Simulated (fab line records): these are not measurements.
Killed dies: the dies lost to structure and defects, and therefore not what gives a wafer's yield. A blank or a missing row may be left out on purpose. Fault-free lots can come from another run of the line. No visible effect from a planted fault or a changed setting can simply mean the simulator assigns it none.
Split-lot experiment + flow n5 finfet + route with 1938 steps; 7 lots, 39 wafers read

== ABOUT THE SPLIT ==
At N5_HKMG_FIN_CVD_62 (deposits a-Si from Si2H6, target thk 3 nm, time 20.8 s), the setting target thk a was moved away from the recipe's 30 angstrom on 18 of the 39 wafers read, by -10.7% to +14.2%. For the rest of the wafers, this setting stayed at what the recipe calls for.

The reading comes from the split's own step.

== THE READING ==
a-Si_of_HKMG_FIN_CVD_62.thk nm (the simulator's own value, which no gauge read), in nm, at N5_HKMG_FIN_CVD_62 (deposits a-Si from Si2H6, target thk 3 nm, time 20.8 s). The file gives no usual value for it. Average 3.0 nm, standard deviation 0.1 nm, over the 21 wafers here run with the recipe.

| wafer  | tool, chamber at the split | target thk a as run, angstrom | against the recipe | a-Si_of_HKMG_FIN_CVD_62.thk nm, nm | against lot-mates on the recipe |
|--------|----------------------------|-------------------------------|--------------------|------------------------------------|---------------------------------|
| L077.1 | thermal cvd si-02, 0,1     | 27.62                         | -7.9%              | 2.6                                | -0.4                            |
| L077.3 | thermal cvd si-02, 0,1     | 27.62                         | -7.9%              | 2.6                                | -0.4                            |
| L077.2 | thermal cvd si-02, 1,1,0   | 30                            | recipe             | 3                                  | -                               |
| L077.5 | thermal cvd si-02, 1,1,0   | 30                            | recipe             | 3                                  | -                               |
| L077.6 | thermal cvd si-02, 1,1,0   | 30                            | recipe             | 3                                  | -                               |
| L077.4 | thermal cvd si-02, 0       | 27.62                         | -7.9%              | 2.8                                | -0.2                            |
| L078.2 | thermal cvd si-01, 1       | 30                            | recipe             | 2.8                                | -                               |
| L078.3 | thermal cvd si-01, 0       | 30                            | recipe             | 3.2                                | -                               |
| L078.4 | thermal cvd si-01, 1       | 30                            | recipe             | 3                                  | -                               |
| L081.1 | thermal cvd si-02, 1,0,1   | 30                            | recipe             | 3                                  | -                               |
| L081.5 | thermal cvd si-02, 1,0,1   | 30                            | recipe             | 3                                  | -                               |
| L081.6 | thermal cvd si-02, 1,0,1   | 30                            | recipe             | 3                                  | -                               |
| L081.2 | thermal cvd si-02, 2,0,2   | 32.62                         | +8.7%              | 3.2                                | +0.2                            |
| L081.3 | thermal cvd si-02, 2,0,2   | 32.62                         | +8.7%              | 3.2                                | +0.2                            |
| L081.4 | thermal cvd si-02, 2,0,2   | 32.62                         | +8.7%              | 3.2                                | +0.2                            |
| L082.1 | thermal cvd si-01, 0,2     | 34.26                         | +14.2%             | 3.6                                | +0.5                            |
| L082.6 | thermal cvd si-01, 0,2     | 34.26                         | +14.2%             | 3.6                                | +0.5                            |
| L082.2 | thermal cvd si-01, 1       | 30                            | recipe             | 3                                  | -                               |
| L082.3 | thermal cvd si-01, 2       | 34.26                         | +14.2%             | 3.4                                | +0.3                            |
| L082.4 | thermal cvd si-01, 0,1     | 30                            | recipe             | 3.2                                | -                               |
| L082.5 | thermal cvd si-01, 0,1     | 30                            | recipe             | 3.2                                | -                               |
| L083.1 | thermal cvd si-02, 2,0     | 27.62                         | -7.9%              | 2.6                                | -0.4                            |
| L083.2 | thermal cvd si-02, 2,0     | 27.62                         | -7.9%              | 2.6                                | -0.4                            |
| L083.3 | thermal cvd si-02, 1,0,2   | 30                            | recipe             | 3                                  | -                               |
| L083.4 | thermal cvd si-02, 1,0,2   | 30                            | recipe             | 3                                  | -                               |
| L083.6 | thermal cvd si-02, 1,0,2   | 30                            | recipe             | 3                                  | -                               |
| L083.5 | thermal cvd si-02, 1       | 27.62                         | -7.9%              | 2.8                                | -0.2                            |
| L087.1 | thermal cvd si-02, 1       | 30                            | recipe             | 3                                  | -                               |
| L087.4 | thermal cvd si-02, 1       | 30                            | recipe             | 3                                  | -                               |
| L087.2 | thermal cvd si-02, 0       | 26.79                         | -10.7%             | 2.6                                | -0.5                            |
| L087.6 | thermal cvd si-02, 0       | 26.79                         | -10.7%             | 2.6                                | -0.5                            |
| L087.3 | thermal cvd si-02, 2       | 30                            | recipe             | 3.2                                | -                               |
| L087.5 | thermal cvd si-02, 2       | 26.79                         | -10.7%             | 2.8                                | -0.3                            |
| L093.1 | thermal cvd si-02, 2       | 30                            | recipe             | 3.2                                | -                               |
| L093.2 | thermal cvd si-02, 1,0     | 30                            | recipe             | 3                                  | -                               |
| L093.3 | thermal cvd si-02, 1,0     | 30                            | recipe             | 3                                  | -                               |
| L093.4 | thermal cvd si-02, 0,1     | 28.37                         | -5.4%              | 2.8                                | -0.3                            |
| L093.5 | thermal cvd si-02, 0,1     | 28.37                         | -5.4%              | 2.8                                | -0.3                            |
| L093.6 | thermal cvd si-02, 2       | 28.37                         | -5.4%              | 3                                  | -0.1                            |
The file does not say which wafer passed through which chamber wherever a row lists several chambers: such a row stands for several wafers.

THE FIT
A straight line over all 39 wafers: a-Si_of_HKMG_FIN_CVD_62.thk nm changes by +0.0347 nm for each +1% of target thk a; r = +0.90; the points scatter about the line by 0.11 nm.
The same after taking each lot's own level away (the mean of its wafers on the recipe; 39 wafers): +0.0325 nm for each +1%; r = +0.91; scatter 0.096 nm.
Per that fit: largest target thk a move, reading shift of 0.46 nm.
Measured against the standard deviation above, the lots' own levels, which go from 3.00 to 3.13 nm, span 1.3 times it.
The two slopes are in agreement: the lot-to-lot level therefore moves the slope only a little.
Check: with one of the wafers moved furthest among these (+14.2%) left out of the fit, the line predicts +0.427 nm for it against its lot-mates. It came out at +0.467 nm against them.

== ADDITIONAL SPLITS CARRIED BY THESE WAFERS ==
Note: prior to the reading, these wafers also went through further splits. Each is held against what the fit with the lots' levels taken away leaves over:
| other split on the same wafers     | wafers away from the commonest value | r with a-Si_of_HKMG_FIN_CVD_62.thk nm (lot level and that fit taken away) |
|------------------------------------|--------------------------------------|---------------------------------------------------------------------------|
| N5_WELL_APT_IMPLANT_32 energy kev  | 15                                   | +0.12                                                                     |
| N5_FIN_SAQP_ETCH_69 target depth a | 18                                   | -0.33                                                                     |
| N5_DUMMY_GATE_ETCH_32 time s       | 9                                    | -0.04                                                                     |
| N5_DUMMY_GATE_ETCH_42 bias w       | 15                                   | +0.18                                                                     |
| N5_SD_EPI_N_ETCH_35 source w       | 9                                    | +0.02                                                                     |

== FILE'S OWN FIT ==
a-Si_of_HKMG_FIN_CVD_62.thk nm changes by +0.033 nm for each +1% of target thk a, r = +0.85.
